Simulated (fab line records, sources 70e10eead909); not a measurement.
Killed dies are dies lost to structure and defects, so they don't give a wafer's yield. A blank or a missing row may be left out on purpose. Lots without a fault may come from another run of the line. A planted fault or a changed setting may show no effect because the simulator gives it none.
fab line records | flow nand_harc | part 1 of 2: steps 1 to 22 of 33
record lots=5 wafers=15 last_day=27
route steps=1302 shown A_CHANNEL_HOLE_D1@485 A_CHANNEL_FILL_D1@490 A_DECK1_JOINT@518
lots that met no fault: from a run of the same line without faults
start_h: hours from the record's first day to the start of the lot's first wafer shown | wait_h: hours since the lot's step before | " the same as in the row above | L1.1+2: a row that stands for several wafers | - no value, or no start given | * or withheld: withheld | < > ~ a bound
route shown NAME@n: a module of which the file shows steps, and the number in the route of the first | usual: mean/standard deviation of fault-free wafers | same: alike in all rows | chamber/n: place in a boat | sites: the reading at each site | _std_site: their standard deviation | _edge_site: outer sites' mean less inner sites' | radius_mm: how far each site lies from the wafer's centre | mask NAME#n: copy n | behind: the tool/chamber that last shaped the wafer | hold: why the lot was held/for how many hours/how that ended | device: the transistor (n, p or np) that didn't switch | end of line: the same wafers' tests at the end of the route | a step without rows: its recipe alone | killed: dies lost to structure and defects at the first sort, not the wafer's yield | map: a wafer's dies, x killed, . not, _ none there
set.NAME: the setting as run; set.NAME@STEP: as run at that earlier step | model.NAME: the simulator's own value behind a step, which no gauge read
lots at some steps of the route; a table a step, a row a wafer
services: from which hour (start_h, from the record's first day; less than 0 if before it) a tool's chamber was out of use, for how many hours, and why
## steps
# step NHARC_A_CHANNEL_HOLE_D1_PRECLEAN_28
# recipe time_s=* temp_c=50 bath_age_min=0 chemistry=SC1
# columns lot.wafer tool chamber start_h wait_h
L075.4+1+2 wet_bench-01 6,0,3 167.31 -
L076.3+6+1 wet_bench-01 3,5,6 189.86 -
L079.4+5+1 wet_bench-01 7,1,4 208.12 -
L081.2+5+3 wet_bench-06 0,2,3 254.27 -
L083.5+4+3 wet_bench-06 5,7,2 258.40 -
# step NHARC_A_CHANNEL_HOLE_D1_SRD_29
# columns lot.wafer tool chamber start_h wait_h
L075.4+1+2 wet_bench-01 6,0,3 - -
L076.3+6+1 wet_bench-01 3,5,6 - -
L079.4+5+1 wet_bench-01 7,1,4 - -
L081.2+5+3 wet_bench-06 0,2,3 - -
L083.5+4+3 wet_bench-06 5,7,2 - -
# step NHARC_A_CHANNEL_HOLE_D1_CD_MEAS_30
# usual cd_nm=89.8/1.4
# columns lot.wafer tool chamber start_h wait_h cd_nm
L075.1 cd_sem-03 - 167.45 - 91.6
L075.2 " - " " 89.2
L075.4 " - " " 91.7
L076.1 cd_sem-03 - 189.99 - 89.6
L076.3 " - " " 91.1
L076.6 " - " " 88.9
L079.1 cd_sem-02 - 208.26 - 90.2
L079.4 " - " " 88.2
L079.5 " - " " 89.8
L081.2 cd_sem-03 - 254.40 - 88.6
L081.3 " - " " 88.5
L081.5 " - " " 88.2
L083.3 cd_sem-02 - 258.54 - 88.6
L083.4 " - " " 87.1
L083.5 " - " " 90.3
# step NHARC_A_CHANNEL_HOLE_D1_XSEM_31
# recipe landing_energy_ev=35000
# usual bot_cd_nm=74.3/1.4 bow_nm=8.56/0.29 tilt_deg=0.07/0.041
# same landing_energy_ev=35000
# columns lot.wafer tool chamber start_h wait_h bot_cd_nm bow_nm tilt_deg
L075.1 xsem-02 0 167.54 0.1 75.7 8.87 0.15
L075.2 " 0 " " 73.9 8.81 0.15
L075.4 " 0 " " 75.9 8.82 0.15
L076.1 xsem-01 0 190.07 0.1 73.7 8.03 0.12
L076.3 " 0 " " 75.2 7.98 0.12
L076.6 " 0 " " 72.4 8.02 0.12
L079.1 xsem-01 0 208.35 0.1 75.5 8.30 0.06
L079.4 " 0 " " 72.6 8.27 0.06
L079.5 " 0 " " 74.4 8.31 0.06
L081.2 xsem-01 0 254.48 0.1 73.1 8.19 0.06
L081.3 " 0 " " 73.3 8.22 0.06
L081.5 " 0 " " 72.4 8.23 0.06
L083.3 xsem-01 0 258.63 0.1 73.4 8.64 0.05
L083.4 " 0 " " 72.3 8.61 0.05
L083.5 " 0 " " 75.2 8.58 0.05
# step NHARC_A_CHANNEL_HOLE_D1_INSPECT_40
# usual raw_defect_count=73/25
# columns lot.wafer tool chamber start_h wait_h raw_defect_count
L075.1 defect_inspect-02 - 167.64 - 64
L075.2 " - " " 66
L075.4 " - " " 64
L076.1 defect_inspect-02 - 190.17 - 47
L076.3 " - " " 44
L076.6 " - " " 57
L079.1 defect_inspect-02 - 208.44 - 37
L079.4 " - " " 63
L079.5 " - " " 52
L081.2 defect_inspect-02 - 254.58 - 102
L081.3 " - " " 76
L081.5 " - " " 97
L083.3 defect_inspect-01 - 258.72 - 83
L083.4 " - " " 101
L083.5 " - " " 99
# step NHARC_A_CHANNEL_FILL_D1_PRECLEAN_00
# recipe time_s=* temp_c=50 bath_age_min=0 chemistry=SC1
# columns lot.wafer tool chamber start_h wait_h
L075.4+2+1 wet_bench-09 1,2,3 167.69 0.0
L076.3+6+1 wet_bench-07 5,6,7 190.23 0.1
L079.5+4+1 wet_bench-09 2,3,5 208.51 0.1
L081.2+5+3 wet_bench-04 6,0,1 254.64 0.1
L083.5+4+3 wet_bench-04 1,5,6 258.77 0.0
# step NHARC_A_CHANNEL_FILL_D1_SRD_01
# columns lot.wafer tool chamber start_h wait_h
L075.4+2+1 wet_bench-09 1,2,3 - -
L076.3+6+1 wet_bench-07 5,6,7 - -
L079.5+4+1 wet_bench-09 2,3,5 - -
L081.2+5+3 wet_bench-04 6,0,1 - -
L083.5+4+3 wet_bench-04 1,5,6 - -
# step NHARC_A_CHANNEL_FILL_D1_ALD_02
# recipe target_thk_a=60 pulse_time_s=10 ald_cycles=60 temp_c=300 material=SiO2
# usual heater_power_outer_w=260/35 heater_power_w=462/42 precursor_pulse_height_rel=0.997/0.02
# columns lot.wafer tool chamber start_h wait_h heater_power_outer_w heater_power_w precursor_pulse_height_rel
L075.2 ald_hk-03 1 167.90 - 285 488 1.032
L075.1 " 2 " " 293 521 1.012
L075.4 " 3 " " 193 360 0.972
L076.1 ald_hk-01 1 190.51 - 270 441 1.008
L076.3 " 2 " " 339 536 0.980
L076.6 " 0 " " 251 485 0.985
L079.1 ald_hk-03 3 208.64 - 203 382 0.967
L079.4 " 1 " " 293 509 1.006
L079.5 " 3 " " 211 394 1.019
L081.3 ald_hk-01 1 254.92 - 274 447 0.989
L081.2 " 2 " " 326 517 0.989
L081.5 " 3 " " 246 436 0.981
L083.3 ald_hk-03 3 258.92 - 211 394 0.993
L083.4 " 2 " " 308 538 0.973
L083.5 " 3 " " 204 395 0.968
# step NHARC_A_CHANNEL_FILL_D1_ALD_03
# recipe target_thk_a=60 pulse_time_s=60 ald_cycles=58 temp_c=630 pressure_torr=2 material=SiNx
# usual precursor_pulse_height_rel=1.000/0.021
# columns lot.wafer tool chamber start_h wait_h precursor_pulse_height_rel
L075.1 ald_sin_batch-02 0 - - 1.001
L075.2 " 0 " " 0.970
L075.4 " 0 " " 1.017
L076.1 ald_sin_batch-02 0 - - 0.998
L076.3 " 0 " " 1.027
L076.6 " 0 " " 0.991
L079.1 ald_sin_batch-01 0 - - 1.021
L079.4 " 0 " " 0.980
L079.5 " 0 " " 1.002
L081.2 ald_sin_batch-03 0 - - 0.984
L081.3 " 0 " " 0.996
L081.5 " 0 " " 0.984
L083.3 ald_sin_batch-03 0 - - 0.985
L083.4 " 0 " " 1.002
L083.5 " 0 " " 0.994
# step NHARC_A_CHANNEL_FILL_D1_ALD_14
# recipe target_thk_a=25 pulse_time_s=10 ald_cycles=25 temp_c=300 material=SiO2
# usual heater_power_outer_w=254/37 heater_power_w=454/48 precursor_pulse_height_rel=0.998/0.021
# columns lot.wafer tool chamber start_h wait_h heater_power_outer_w heater_power_w precursor_pulse_height_rel
L075.4 ald_hk-04 0 174.90 0.0 234 429 1.000
L075.1 " 1 " " 241 420 1.010
L075.2 " 3 " " 237 445 0.943
L076.3 ald_hk-01 2 197.40 0.0 323 527 1.006
L076.1 " 1 " " 270 436 0.983
L076.6 " 2 " " 325 528 0.971
L079.1 ald_hk-04 3 215.75 0.1 245 429 0.995
L079.4 " 0 " " 236 435 0.972
L079.5 " 1 " " 244 414 0.997
L081.2 ald_hk-03 3 260.39 0.0 208 393 0.987
L081.3 " 1 " " 297 501 0.995
L081.5 " 0 " " 226 438 0.999
L083.4 ald_hk-01 0 265.89 0.0 253 491 1.004
L083.3 " 1 " " 264 451 0.975
L083.5 " 1 " " 277 446 1.016
# step NHARC_A_CHANNEL_FILL_D1_ALD_15
# recipe target_thk_a=20 pulse_time_s=60 ald_cycles=19 temp_c=630 pressure_torr=2 material=SiNx
# usual precursor_pulse_height_rel=0.999/0.018
# columns lot.wafer tool chamber start_h wait_h precursor_pulse_height_rel
L075.1 ald_sin_batch-01 0 - - 0.988
L075.2 " 0 " " 0.979
L075.4 " 0 " " 0.981
L076.1 ald_sin_batch-02 0 - - 1.015
L076.3 " 0 " " 0.989
L076.6 " 0 " " 0.960
L079.1 ald_sin_batch-01 0 - - 1.003
L079.4 " 0 " " 0.979
L079.5 " 0 " " 1.009
L081.2 ald_sin_batch-01 0 - - 0.973
L081.3 " 0 " " 1.004
L081.5 " 0 " " 0.969
L083.3 ald_sin_batch-01 0 - - 1.026
L083.4 " 0 " " 1.012
L083.5 " 0 " " 0.990
# step NHARC_A_CHANNEL_FILL_D1_ALD_16
# recipe target_thk_a=15 pulse_time_s=10 ald_cycles=15 temp_c=300 material=SiO2
# usual heater_power_outer_w=258/38 heater_power_w=459/47 precursor_pulse_height_rel=1.001/0.018
# columns lot.wafer tool chamber start_h wait_h heater_power_outer_w heater_power_w precursor_pulse_height_rel
L075.2 ald_hk-04 0 180.07 0.0 232 433 0.993
L075.1 " 1 " " 248 410 1.008
L075.4 " 3 " " 234 444 0.948
L076.3 ald_hk-01 3 202.62 0.0 237 446 1.030
L076.1 " 1 " " 280 454 1.020
L076.6 " 3 " " 235 433 0.986
L079.1 ald_hk-01 3 220.85 0.0 236 443 0.983
L079.4 " 1 " " 278 439 1.001
L079.5 " 0 " " 251 481 0.988
L081.2 ald_hk-01 2 266.52 0.0 324 525 1.024
L081.3 " 0 " " 248 486 1.006
L081.5 " 2 " " 327 524 1.016
L083.3 ald_hk-04 2 271.13 0.1 209 397 0.975
L083.4 " 3 " " 234 434 1.009
L083.5 " 2 " " 206 396 0.979
# step NHARC_A_CHANNEL_FILL_D1_ANNEAL_17
# recipe temp_c=850 time_s=1800
# usual spike_tc_centre_C=849.9/1.2 tube_center_temp_C_max=852.2/0.33 zone_power_lower_pct=15.4/1.3 zone_power_upper_pct=13.1/0.73
# columns lot.wafer tool chamber start_h wait_h spike_tc_centre_C tube_center_temp_C_max zone_power_lower_pct zone_power_upper_pct
L075.1 furnace-01 0 183.51 - 851.1 851.9 14.0 12.5
L075.2 " 0 " " 848.8 852.4 14.1 12.3
L075.4 " 0 " " 852.0 851.8 13.9 12.2
L076.1 furnace-04 0 206.39 - 851.5 851.9 16.6 13.7
L076.3 " 0 " " 850.3 852.0 16.6 13.8
L076.6 " 0 " " 848.4 852.5 16.8 14.0
L079.1 furnace-04 0 232.63 - 851.1 851.8 16.9 13.9
L079.4 " 0 " " 850.7 852.7 17.0 13.9
L079.5 " 0 " " 849.2 852.5 16.7 13.6
L081.2 furnace-04 0 269.76 - 848.7 852.4 17.1 13.7
L081.3 " 0 " " 850.6 851.8 17.1 13.9
L081.5 " 0 " " 850.7 852.0 16.6 13.8
L083.3 furnace-01 0 279.61 - 848.8 852.3 14.1 12.4
L083.4 " 0 " " 851.3 851.9 14.0 12.2
L083.5 " 0 " " 847.2 852.2 13.9 12.3
# step NHARC_A_CHANNEL_FILL_D1_CVD_18
# recipe target_thk_a=30 temp_c=550 material=poly-Si
# usual spike_tc_centre_C=550.9/1 zone_power_lower_pct=7.1/0.44 zone_power_upper_pct=7.6/0.54
# columns lot.wafer tool chamber start_h wait_h spike_tc_centre_C zone_power_lower_pct zone_power_upper_pct
L075.1 lpcvd_poly-04 0 191.55 - 551.7 7.6 6.7
L075.2 " 0 " " 552.3 7.4 6.8
L075.4 " 0 " " 550.5 7.4 6.8
L076.1 lpcvd_poly-01 0 212.76 - 550.4 6.7 7.5
L076.3 " 0 " " 550.5 6.8 7.4
L076.6 " 0 " " 550.6 6.8 7.6
L079.1 lpcvd_poly-04 0 239.07 - 550.6 7.3 6.7
L079.4 " 0 " " 553.0 7.5 6.8
L079.5 " 0 " " 551.2 7.5 6.8
L081.2 lpcvd_poly-02 0 276.31 - 551.5 7.7 8.3
L081.3 " 0 " " 549.8 7.7 8.3
L081.5 " 0 " " 550.1 7.6 8.3
L083.3 lpcvd_poly-01 0 285.98 - 550.5 6.6 7.6
L083.4 " 0 " " 550.3 6.7 7.6
L083.5 " 0 " " 551.1 6.9 7.7
# step NHARC_A_CHANNEL_FILL_D1_ETCHBACK_19
# recipe target_depth_a=50 time_s=1.7 hbr_flow_sccm=150 cl2_flow_sccm=50 rf_w=400 icp_w=400 bias_w=100 chemistry=HBr/Cl2
# usual drypump_motor_current_A=5.6/0.51 mfc_cl2_sccm=50.00/0.14 oes_product_au=0.994/0.0097 throttle_valve_pct=26.405/0.0081
# columns lot.wafer tool chamber start_h wait_h drypump_motor_current_A mfc_cl2_sccm oes_product_au rf_hours_counter_h throttle_valve_pct
L075.1 rie_si-04 3 193.66 0.4 6.4 50.22 1.002 0.4 26.390
L075.4 " 1 " " 5.0 50.10 0.992 0.3 26.411
L075.2 " 2 " " 4.9 50.18 0.997 0.3 26.404
L076.3 rie_si-01 1 214.81 0.4 6.2 49.81 0.998 0.2 26.401
L076.1 " 3 " " 6.3 50.23 0.992 0.2 26.404
L076.6 " 0 " " 5.3 49.95 1.003 - 26.405
L079.1 rie_si-01 3 241.13 0.4 6.3 50.18 0.999 0.3 26.391
L079.4 " 0 " " 5.3 49.71 1.006 0.3 26.395
L079.5 " 3 " " 6.3 49.94 0.988 - 26.410
L081.2 rie_si-02 3 278.38 0.4 6.0 50.03 1.002 0.2 26.402
L081.3 " 1 " " 5.5 49.80 0.997 0.1 26.402
L081.5 " 3 " " 6.0 49.85 0.999 - 26.403
L083.3 rie_si-04 2 288.06 0.4 4.9 49.98 0.983 0.8 26.400
L083.4 " 3 " " 6.5 49.88 1.007 1.0 26.405
L083.5 " 2 " " 4.9 49.92 0.986 - 26.392
# step NHARC_A_CHANNEL_FILL_D1_ETCHBACK_20
# recipe target_depth_a=270 time_s=13.5 c4f8_flow_sccm=withheld o2_flow_sccm=8 ar_flow_sccm=withheld rf_w=600 bias_w=1500 chemistry=C4F8/O2/Ar
# usual oes_product_au=0.96/0.039 rf_vpp_V=979/5.3
# columns lot.wafer tool chamber start_h wait_h oes_product_au rf_hours_counter_h rf_vpp_V
L075.4 rie_diel-04 1 193.78 - 0.99 2 973
L075.1 " 2 " " 1.00 2 970
L075.2 " 0 " " 1.00 1 979
L076.3 rie_diel-03 0 214.93 - 0.91 7 985
L076.1 " 2 " " 0.93 7 981
L076.6 " 3 " " 0.94 - 976
L079.4 rie_diel-12 1 241.28 - 0.91 9 985
L079.1 " 2 " " 0.92 11 988
L079.5 " 3 " " 0.92 - 985
L081.3 rie_diel-04 1 278.50 - 0.91 5 974
L081.2 " 3 " " 0.93 6 974
L081.5 " 1 " " 0.91 - 974
L083.3 rie_diel-12 2 288.19 - 1.01 4 986
L083.4 " 3 " " 1.00 3 985
L083.5 " 2 " " 1.00 - 984
# step NHARC_A_CHANNEL_FILL_D1_STRIP_28
# recipe time_s=20 o2_flow_sccm=500 ar_flow_sccm=0 bias_w=0 chemistry=O2
# usual drypump_motor_current_A=5.5/0.36 oes_product_au=1.001/0.011 rf_vpp_V=57.8/0.83 showerhead_plenum_p_Torr=3.56/0.14 throttle_valve_pct=17.035/0.008
# columns lot.wafer tool chamber start_h wait_h drypump_motor_current_A oes_product_au rf_hours_counter_h rf_vpp_V showerhead_plenum_p_Torr throttle_valve_pct
L075.4 rie_diel-04 0 193.88 0.1 5.2 1.017 1 57.6 3.56 17.041
L075.2 " 1 " " 5.9 1.000 2 58.5 3.42 17.047
L075.1 " 3 " " 4.8 1.005 2 58.8 3.40 17.038
L076.1 rie_diel-03 0 215.02 0.1 5.3 0.989 7 57.8 3.67 17.039
L076.3 " 2 " " 5.2 0.999 7 56.4 3.58 17.031
L076.6 " 0 " " 5.3 0.997 - 57.4 3.67 17.048
L079.1 rie_diel-12 0 241.35 0.1 5.6 0.969 11 57.3 3.47 17.033
L079.4 " 1 " " 5.5 1.000 9 58.0 3.70 17.031
L079.5 " 0 " " 5.6 0.976 - 58.2 3.47 17.043
L081.3 rie_diel-04 2 278.59 0.1 5.7 1.014 6 58.0 3.37 17.032
L081.2 " 0 " " 5.2 1.009 4 58.3 3.56 17.048
L081.5 " 2 " " 5.7 1.018 - 57.3 3.37 17.024
L083.4 rie_diel-12 0 288.27 0.1 5.6 0.999 2 59.1 3.47 17.034
L083.3 " 2 " " 5.7 1.000 4 58.8 3.72 17.040
L083.5 " 0 " " 5.6 0.998 - 57.2 3.47 17.043
# step NHARC_A_CHANNEL_FILL_D1_PRECLEAN_21
# recipe time_s=30 chemistry=dHF
# columns lot.wafer tool chamber start_h wait_h
L075.1+4+2 wet_bench-09 0,2,5 193.97 -
L076.6+1+3 wet_bench-09 0,3,4 215.11 -
L079.4+5+1 wet_bench-09 5,6,7 241.46 -
L081.5+3+2 wet_bench-07 7,0,3 278.69 -
L083.3+4+5 wet_bench-04 5,6,7 288.37 -
# step NHARC_A_CHANNEL_FILL_D1_SRD_23
# columns lot.wafer tool chamber start_h wait_h
L075.1+4+2 wet_bench-09 0,2,5 194.00 0.0
L076.6+1+3 wet_bench-09 0,3,4 215.14 0.0
L079.4+5+1 wet_bench-09 5,6,7 241.48 0.0
L081.5+3+2 wet_bench-07 7,0,3 - -
L083.3+4+5 wet_bench-04 5,6,7 288.39 0.0
# step NHARC_A_CHANNEL_FILL_D1_CVD_05
# recipe target_thk_a=50 temp_c=550 material=poly-Si
# usual spike_tc_centre_C=550.8/1.1 zone_power_lower_pct=7.4/0.42 zone_power_upper_pct=7.7/0.65
# columns lot.wafer tool chamber start_h wait_h spike_tc_centre_C zone_power_lower_pct zone_power_upper_pct
L075.1 lpcvd_poly-01 0 196.27 2.3 548.7 6.7 7.5
L075.2 " 0 " " 550.1 6.7 7.6
L075.4 " 0 " " 551.8 6.7 7.5
L076.1 lpcvd_poly-01 0 217.41 2.3 552.3 6.7 7.5
L076.3 " 0 " " 549.9 6.7 7.6
L076.6 " 0 " " 550.8 6.8 7.5
L079.1 lpcvd_poly-02 0 243.92 - 551.6 7.8 8.4
L079.4 " 0 " " 549.8 7.7 8.2
L079.5 " 0 " " 550.4 7.7 8.4
L081.2 lpcvd_poly-02 0 281.16 2.4 548.9 7.7 8.3
L081.3 " 0 " " 550.6 7.7 8.3
L081.5 " 0 " " 550.2 7.7 8.3
L083.3 lpcvd_poly-02 0 290.84 2.4 548.5 7.8 8.4
L083.4 " 0 " " 550.4 7.7 8.5
L083.5 " 0 " " 550.3 7.7 8.4
# step NHARC_A_CHANNEL_FILL_D1_ANNEAL_22
# recipe temp_c=620 time_s=7200
# usual spike_tc_centre_C=620.0/1.2 tube_center_temp_C_max=621.61/0.28 zone_power_lower_pct=8.4/0.74 zone_power_upper_pct=7.2/0.41
# columns lot.wafer tool chamber start_h wait_h spike_tc_centre_C tube_center_temp_C_max zone_power_lower_pct zone_power_upper_pct
L075.1 furnace-04 0 201.68 3.5 619.3 621.65 9.1 7.5
L075.2 " 0 " " 618.7 621.57 9.2 7.5
L075.4 " 0 " " 619.5 621.38 9.1 7.7
L076.1 furnace-01 0 222.65 3.4 621.4 621.66 7.6 6.7
L076.3 " 0 " " 619.6 621.26 7.6 6.8
L076.6 " 0 " " 621.1 621.83 7.7 6.7
L079.1 furnace-04 0 249.10 3.3 620.8 621.42 9.3 7.4
L079.4 " 0 " " 621.7 621.45 9.2 7.5
L079.5 " 0 " " 621.7 621.69 9.3 7.4
L081.2 furnace-07 0 286.46 3.5 618.1 621.56 8.3 7.4
L081.3 " 0 " " 620.5 621.55 8.1 7.5
L081.5 " 0 " " 620.9 621.34 8.1 7.5
L083.3 furnace-04 0 296.02 3.3 620.1 621.54 9.1 7.6
L083.4 " 0 " " 619.3 621.39 9.3 7.5
L083.5 " 0 " " 621.0 621.72 9.2 7.4
# step NHARC_A_CHANNEL_FILL_D1_ALD_25
# recipe target_thk_a=600 pulse_time_s=10 ald_cycles=600 temp_c=300 material=SiOx
# usual heater_power_outer_w=254/35 heater_power_w=453/44 precursor_pulse_height_rel=1.000/0.019
# columns lot.wafer tool chamber start_h wait_h heater_power_outer_w heater_power_w precursor_pulse_height_rel
L075.1 ald_hk-04 2 205.74 0.1 223 422 1.019
L075.4 " 0 206.97 1.3 231 429 1.000
L075.2 " 1 " " 247 433 1.027
L076.1 ald_hk-03 2 228.70 2.0 302 556 0.991
L076.3 " 3 " " 211 388 1.038
L076.6 " 0 " " 228 427 0.990
L079.1 ald_hk-04 3 253.86 0.7 239 442 0.998
L079.4 " 0 " " 232 436 0.992
L079.5 " 2 255.69 2.5 206 394 0.995
L081.2 ald_hk-04 1 291.76 1.3 254 430 1.017
L081.3 " 2 " " 210 400 1.010
L081.5 " 0 293.61 3.1 238 440 0.979
L083.4 ald_hk-01 3 300.61 0.7 244 470 0.976
L083.3 " 1 301.83 1.9 265 423 1.018
L083.5 " 3 303.04 3.1 241 455 1.014
